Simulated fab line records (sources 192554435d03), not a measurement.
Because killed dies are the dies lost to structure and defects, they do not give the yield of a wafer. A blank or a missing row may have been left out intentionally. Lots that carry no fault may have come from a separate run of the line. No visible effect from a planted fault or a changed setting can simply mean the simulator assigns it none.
fab line records | flow n5_finfet | part 2 of 2: steps 21 to 27 of 27
record: lots: 5 wafers: 15 last_day: 16
route steps=1938 shown BEOL_M0@749 BEOL_M1@751
lots with no fault: from the same line, run without faults
start_h: the number of hours between the record's first day and the start of the first shown wafer of the lot | wait_h: hours from the lot's prior step to this one | " repeats the value in the row above | L1.1+2: a single row standing in for several wafers | - no value, or no start given | * or withheld: withheld | < > ~ a bound
route shown NAME@n: a module of which the file shows steps, and the number in the route of the first | usual: mean and standard deviation over wafers with no fault | same: alike in all rows | chamber/n: place in a boat | sites: readings site by site | _std_site: the values' standard deviation | _edge_site: the outer-site mean with the inner-site mean subtracted | radius_mm: for every site, how far away it sits from the centre of the wafer | mask NAME#n: copy n | behind: the tool/chamber that last shaped the wafer | hold: what put the lot on hold/how long, in hours/how the hold closed | device: transistor that didn't switch, given as n, p or np | end of line: at the end of the route, the tests of the same wafers | step lacking rows: just its recipe | killed: the dies lost at the first sort to structure and to defects; this is not the yield of the wafer | map: shows each die of a wafer: x if killed, . if not, _ if none is there
set.NAME: the setting as run; set.NAME@STEP: as run at that earlier step | model.NAME: the simulator's own value behind a step, which no gauge read
lots seen at some steps along the route; tables by step, rows by wafer
services: from which hour (start_h, from the record's first day; less than 0 if before it) a tool's chamber was out of use, for how many hours, and why
== steps ==
step: N5_BEOL_M1_ETCH_63
recipe: chemistry: CF4 target: SiARC target_depth_a: 156 mask_material: CAR-EUV time_s: 26 ion_energy_ev: 80 pressure_mtorr: 40 source_w: 545 bias_w: 36 Ar_flow_sccm: 100 cf4_flow_sccm: 100 ends: cleared
usual: cf4_flow_sccm: 100.0/0.31 drypump_motor_current_A: 5.7/0.58 etch_rf_on_time_s: 25.8/0.44 oes_product_au: 0.67/0.079 rf_vpp_V: 184.2/1.2 showerhead_plenum_p_Torr: 2.14/0.085 throttle_valve_pct: 15.57/0.19
columns lot.wafer tool chamber start_h wait_h cf4_flow_sccm drypump_motor_current_A etch_rf_on_time_s oes_product_au rf_hours_counter_h rf_vpp_V showerhead_plenum_p_Torr throttle_valve_pct
L074.1 rie_diel-05 3 118.04 0.0 99.4 6.8 25.8 0.68 125 182.7 2.07 15.60
L074.3 " 1 " " 99.5 6.0 26.3 0.59 232 182.8 2.11 15.88
L074.4 " 0 " " 99.9 4.7 25.3 0.79 18 184.6 2.10 15.34
L088.1 rie_diel-03 3 216.21 0.0 100.2 5.2 26.3 0.65 134 181.8 1.99 15.49
L088.4 " 1 " " 99.9 5.5 25.6 0.63 184 184.9 2.21 15.50
L088.6 " 0 " " 99.8 5.4 26.2 0.59 - 184.5 2.20 15.62
L091.1 rie_diel-01 2 225.92 0.0 99.8 6.3 25.7 0.62 200 184.6 2.21 15.96
L091.2 " 1 " " 100.0 5.8 25.3 0.77 47 187.9 2.26 15.39
L091.3 " 3 " " 99.5 4.9 25.1 0.80 10 183.4 2.20 15.21
L092.2 rie_diel-01 2 233.69 0.0 100.0 6.4 25.8 0.63 202 184.9 2.21 15.95
L092.3 " 1 " " 100.8 5.8 25.3 0.76 49 184.6 2.26 15.39
L092.5 " 0 " " 100.1 6.0 25.2 0.87 - 184.5 2.19 15.36
L093.2 rie_diel-05 3 238.87 0.0 99.7 6.8 25.7 0.65 164 183.2 2.06 15.69
L093.3 " 2 " " 100.3 6.2 26.4 0.60 193 183.8 2.04 15.78
L093.6 " 0 " " 99.9 4.7 25.4 0.72 - 185.1 2.09 15.41
step: N5_BEOL_M1_ETCH_64
recipe: chemistry: N2/H2 target: SOC target_depth_a: 750 overetch_a: 150 mask_material: SiARC temp_c: 40 time_s: 112.5 ion_energy_ev: 200 pressure_mtorr: 30 source_w: 840 bias_w: 150 n2_flow_sccm: 200 h2_flow_sccm: 200
usual: drypump_motor_current_A: 5.7/0.58 oes_product_au: 0.62/0.068 rf_vpp_V: 524/3.1 showerhead_plenum_p_Torr: 2.55/0.11 temp_c: 40.00/0.1 throttle_valve_pct: 17.79/0.24
columns lot.wafer tool chamber start_h wait_h drypump_motor_current_A oes_product_au rf_hours_counter_h rf_vpp_V showerhead_plenum_p_Torr temp_c throttle_valve_pct
L074.1 rie_diel-05 3 118.07 0.0 6.8 0.62 125 520 2.46 39.90 17.80
L074.3 " 1 " " 6.0 0.55 232 522 2.52 39.99 18.29
L074.4 " 0 " " 4.7 0.71 18 522 2.49 40.04 17.50
L088.1 rie_diel-03 3 216.24 0.0 5.2 0.60 134 518 2.35 39.95 17.66
L088.4 " 1 " " 5.5 0.58 184 526 2.63 40.13 17.69
L088.6 " 0 " " 5.4 0.55 - 524 2.60 40.10 17.86
L091.1 rie_diel-01 2 225.95 0.0 6.4 0.57 200 524 2.63 40.13 18.30
L091.2 " 1 " " 5.8 0.69 47 528 2.69 39.92 17.54
L091.3 " 3 " " 4.9 0.73 10 523 2.61 40.01 17.42
L092.2 rie_diel-01 2 233.71 0.0 6.4 0.58 202 527 2.63 39.99 18.30
L092.3 " 1 " " 5.8 0.69 49 529 2.69 40.04 17.53
L092.5 " 0 " " 6.0 0.79 - 524 2.61 39.92 17.65
L093.2 rie_diel-05 3 238.90 0.0 6.8 0.59 164 522 2.44 40.07 17.86
L093.3 " 2 " " 6.2 0.56 193 520 2.42 39.95 17.92
L093.6 " 0 " " 4.7 0.67 - 522 2.47 39.98 17.57
step: N5_BEOL_M1_STRIP_65
recipe: chemistry: N2/H2 temp_c: 40 n2_flow_sccm: 200 h2_flow_sccm: 200 rf_frequency_hz: 6e+07
columns lot.wafer tool chamber start_h wait_h
L074.1+3+4 rie_diel-05 3,1,0 118.18 0.1
L088.1+4+6 rie_diel-03 3,1,0 216.35 0.1
L091.1+2+3 rie_diel-01 2,1,3 226.05 0.1
L092.2+3+5 rie_diel-01 2,1,0 233.82 0.1
L093.2+3+6 rie_diel-05 3,2,0 239.01 0.1
step: N5_BEOL_M1_STRIP_75
recipe: chemistry: N2/H2 temp_c: 40 n2_flow_sccm: 200 h2_flow_sccm: 200 rf_frequency_hz: 6e+07
columns lot.wafer tool chamber start_h wait_h
L074.1+3+4 rie_diel-05 3,1,0 118.19 0.0
L088.1+4+6 rie_diel-03 3,1,0 216.36 0.0
L091.1+2+3 rie_diel-01 2,1,3 226.06 0.0
L092.2+3+5 rie_diel-01 2,1,0 233.83 0.0
L093.2+3+6 rie_diel-05 3,2,0 239.02 0.0
step: N5_BEOL_M1_STRIP_66
recipe: chemistry: CF4 resist: SiARC power_w: 300 bias_power_w: 75 pressure_mtorr: 50 cf4_flow_sccm: 150 rf_frequency_hz: 6e+07
usual: cf4_flow_sccm: 150.0/0.43 drypump_motor_current_A: 5.7/0.58 oes_product_au: 0.77/0.085 rf_vpp_V: 271.3/1.9 showerhead_plenum_p_Torr: 1.80/0.07 throttle_valve_pct: 13.55/0.21
columns lot.wafer tool chamber start_h wait_h cf4_flow_sccm drypump_motor_current_A oes_product_au rf_hours_counter_h rf_vpp_V showerhead_plenum_p_Torr throttle_valve_pct
L074.1 rie_diel-05 3 118.20 0.0 149.4 6.7 0.78 125 271.1 1.73 13.56
L074.3 " 1 " " 149.6 6.0 0.69 232 271.5 1.77 13.89
L074.4 " 0 " " 150.1 4.7 0.89 18 269.8 1.76 13.28
L088.1 rie_diel-03 3 216.37 0.0 149.5 5.2 0.76 134 267.2 1.67 13.51
L088.4 " 1 " " 149.9 5.4 0.73 184 271.5 1.85 13.49
L088.6 " 0 " " 150.7 5.4 0.69 - 273.6 1.85 13.64
L091.1 rie_diel-01 2 226.07 0.0 150.5 6.3 0.72 200 273.2 1.85 13.93
L091.2 " 1 " " 150.3 5.8 0.87 47 274.5 1.89 13.33
L091.3 " 3 " " 149.7 4.8 0.91 10 272.6 1.84 13.15
L092.2 rie_diel-01 2 233.84 0.0 150.3 6.3 0.71 202 273.7 1.85 13.93
L092.3 " 1 " " 149.7 5.8 0.86 49 272.6 1.89 13.32
L092.5 " 0 " " 149.8 6.0 0.99 - 272.1 1.83 13.29
L093.2 rie_diel-05 3 239.03 0.0 149.8 6.7 0.75 164 270.7 1.72 13.66
L093.3 " 2 " " 149.5 6.2 0.69 193 270.6 1.71 13.77
L093.6 " 0 " " 149.6 4.7 0.83 - 270.5 1.75 13.35
step: N5_BEOL_M1_HM_OPEN_17
recipe: chemistry: Cl2/BCl3 target_depth_a: 200 overetch_a: 60 target: TiN mask_material: SOC ion_energy_ev: 150 pressure_mtorr: 10 icp_w: 1000 bias_w: 126 Cl2_flow_sccm: 53.25 bcl3_flow_sccm: 21.75 Ar_flow_sccm: 25
usual: drypump_motor_current_A: 5.8/0.43 mfc_cl2_sccm: 53.23/0.16 oes_product_au: 0.69/0.073 throttle_valve_pct: 22.15/0.1
columns lot.wafer tool chamber start_h wait_h drypump_motor_current_A mfc_cl2_sccm oes_product_au rf_hours_counter_h throttle_valve_pct
L074.1 rie_metal-02 1 118.24 0.0 6.0 53.33 0.71 20 22.02
L074.3 " 1 " " 6.0 53.39 0.71 - 22.03
L074.4 " 0 " " 6.2 53.19 0.74 - 22.28
L088.1 rie_metal-03 0 216.41 0.0 5.1 53.15 0.75 10 22.23
L088.4 " 0 " " 5.1 53.20 0.75 - 22.23
L088.6 " 0 " " 5.1 53.32 0.76 - 22.24
L091.1 rie_metal-02 0 226.12 0.0 6.2 53.35 0.70 28 22.30
L091.2 " 1 " " 6.0 53.40 0.68 31 22.06
L091.3 " 1 " " 6.0 53.16 0.68 - 22.07
L092.2 rie_metal-01 1 233.88 0.0 5.4 53.46 0.80 3 22.07
L092.3 " 0 " " 6.3 53.33 0.61 - 22.00
L092.5 " 0 " " 6.2 53.20 0.61 - 22.00
L093.2 rie_metal-01 1 239.07 0.0 5.4 53.35 0.80 4 22.06
L093.3 " 1 " " 5.3 53.26 0.80 - 22.06
L093.6 " 0 " " 6.2 53.16 0.60 - 22.00
step: N5_BEOL_M1_STRIP_19
recipe: chemistry: O2 power_w: 400 temp_c: 40 pressure_mtorr: 30 rf_frequency_hz: 6e+07 bias_power_w: 0 overash_fraction: 0.2 o2_flow_sccm: 225
usual: drypump_motor_current_A: 5.7/0.64 oes_product_au: 0.77/0.084 rf_vpp_V: 3.6/0.45 showerhead_plenum_p_Torr: 2.09/0.09 temp_c: 39.99/0.11 throttle_valve_pct: 16.67/0.2
columns lot.wafer tool chamber start_h wait_h drypump_motor_current_A oes_product_au rf_hours_counter_h rf_vpp_V showerhead_plenum_p_Torr temp_c throttle_valve_pct
L074.1 rie_diel-03 0 118.47 0.2 5.3 0.71 211 3.2 2.17 39.96 16.66
L074.3 " 2 " " 5.1 0.76 133 3.2 2.20 40.06 16.60
L074.4 " 2 " " 5.2 0.76 - 3.0 2.20 39.85 16.58
L088.1 rie_diel-03 0 216.53 0.1 5.4 0.70 238 3.7 2.16 40.18 16.70
L088.4 " 2 " " 5.2 0.74 162 3.4 2.19 39.91 16.63
L088.6 " 0 " " 5.4 0.70 - 3.2 2.16 39.93 16.71
L091.1 rie_diel-05 0 226.23 0.1 4.7 0.85 53 3.8 2.03 40.06 16.43
L091.2 " 1 " " 6.0 0.96 7 3.8 2.06 39.91 16.53
L091.3 " 3 " " 6.8 0.76 161 4.5 2.00 39.90 16.69
L092.2 rie_diel-03 2 234.17 0.3 5.1 0.73 166 2.9 2.18 39.99 16.65
L092.3 " 1 " " 5.4 0.74 189 3.2 2.17 39.94 16.60
L092.5 " 2 " " 5.2 0.73 - 3.6 2.18 40.02 16.65
L093.2 rie_diel-01 2 239.21 0.1 6.4 0.72 204 3.9 2.16 39.86 16.98
L093.3 " 0 " " 6.0 0.99 5 3.9 2.15 40.03 16.50
L093.6 " 2 " " 6.3 0.72 - 2.9 2.16 40.02 16.98
== services ==
columns tool chamber start_h hours kind
rie_diel-03 1 95.95 26.3 repair
rie_diel-05 2 110.34 6.6 repair
rie_metal-03 0 119.15 5.4 repair
pvd_sputter-02 - 125.20 3.7 repair
rie_diel-05 - 125.78 2.8 pm
euv_scanner-01 - 132.23 1.0 pm
rie_diel-01 3 132.83 3.4 repair
pecvd-04 - 133.61 0.5 repair
euv_scanner-02 - 137.35 28.6 repair
rie_diel-03 - 137.82 2.8 pm
rie_diel-01 0 171.33 5.5 repair
rie_metal-01 - 175.05 14.6 pm
rie_diel-01 3 177.07 - clean
rie_diel-01 3 177.07 - consumable_replace:focus_ring
rie_diel-01 3 177.07 20.5 scheduled_down
rie_diel-01 3 177.07 20.5 vent_cycle
rie_diel-05 1 180.70 - clean
pecvd-02 - 184.46 1.2 repair
euv_scanner-01 - 188.38 1.0 pm
euv_scanner-02 - 190.35 4.6 pm
pecvd-04 - 197.88 0.6 repair
euv_scanner-01 - 198.58 4.6 pm
rie_diel-01 - 202.49 2.8 pm
euv_scanner-02 - 203.98 1.0 pm
